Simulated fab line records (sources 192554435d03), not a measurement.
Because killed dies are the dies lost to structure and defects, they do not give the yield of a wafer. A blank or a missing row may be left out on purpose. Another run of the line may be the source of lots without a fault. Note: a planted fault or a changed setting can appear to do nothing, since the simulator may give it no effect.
Which tool did it? -- flow n5 finfet -- 7 lots, 21 wafers sampled, at 4 steps of a route of 1938

## WHAT EACH GAUGE READ, for each wafer
N5_BEOL_M5_CD_MEAS_18: pitch 56 nm, target cd 28 nm.
lot,measured,on,cd nm (nm)
L133,day 8 07:56,cd sem-03,28.32 28.08 27.81
L132,day 8 12:58,cd sem-03,27.72 28.08 28.35
L140,day 10 02:24,cd sem-02,- - -
L142,day 11 00:16,cd sem-01,- - -
L145,day 12 03:10,cd sem-02,27.80 27.96 28.20
L149,day 12 20:16,cd sem-01,27.45 28.09 28.00
L151,day 13 04:55,cd sem-02,28.12 27.96 27.76

## TOOL THAT RAN EACH LOT (tool first, then ch and the chambers of the sampled wafers, then the start)
lot,N5_BEOL_M4_ANNEAL_91,N5_BEOL_M4_SPUTTER_92,N5_BEOL_M5_HM_OPEN_17
L133,"pvd sputter-01, day 8 03:25","pvd sputter-01, day 8 03:33","rie metal-02 ch 0,1, day 8 07:43"
L132,"pvd sputter-01, day 8 08:20","pvd sputter-01, day 8 08:28","rie metal-02 ch 0,1, day 8 12:47"
L140,"pvd sputter-01, day 9 21:08","pvd sputter-01, day 9 21:16","rie metal-03 ch 0,1, day 10 02:14"
L142,"pvd sputter-01, day 10 19:27","pvd sputter-01, day 10 19:35","rie metal-02 ch 0,1, day 11 00:01"
L145,"pvd sputter-01, day 11 21:04","pvd sputter-01, day 11 21:13","rie metal-03 ch 0,1, day 12 02:59"
L149,"pvd sputter-03, day 12 15:25","pvd sputter-03, day 12 15:33","rie metal-01 ch 0,1, day 12 20:01"
L151,"pvd sputter-01, day 12 23:29","pvd sputter-01, day 12 23:37","rie metal-03 ch 0,1, day 13 04:37"
- N5_BEOL_M4_ANNEAL_91: time 240 s.
- N5_BEOL_M4_SPUTTER_92: material Cu, target thk 4.5 nm, time 8.29 s.
- N5_BEOL_M5_HM_OPEN_17: chemistry Cl2/BCl3, target TiN, target depth 20 nm, overetch 6 nm.

## THE ANSWER, worked out from the rows above alone
Rule: what is usual is taken from the lots themselves. Put in order of their means at a reading, lots are off if they are a third of the lots or fewer, leave a main group of 4 or more, and stand apart from it by a gap of 3 or more times the standard deviation of the main group's means; of several such gaps the widest counts. A main group whose means are all the same, to the digits that the tables above print for the reading, isn't used. A lot without any number at a reading at which 4 lots or more have one is off too. Where the step has rows for the other lots, those lots are counted as sound.
Off, at N5_BEOL_M5_CD_MEAS_18 on cd nm: L140, L142. Without a number there: L140, L142. For the main group the mean is 27.98 nm and the standard deviation 0.08.
If a tool, at a process step before that reading, ran all the lots that are off and no sound lot after the first of them, it fits. Those tools and the gauges at N5_BEOL_M5_CD_MEAS_18 are tried in the same way. Not one of the candidates tried fits.

## WHAT THE SIMULATOR HAD PUT IN
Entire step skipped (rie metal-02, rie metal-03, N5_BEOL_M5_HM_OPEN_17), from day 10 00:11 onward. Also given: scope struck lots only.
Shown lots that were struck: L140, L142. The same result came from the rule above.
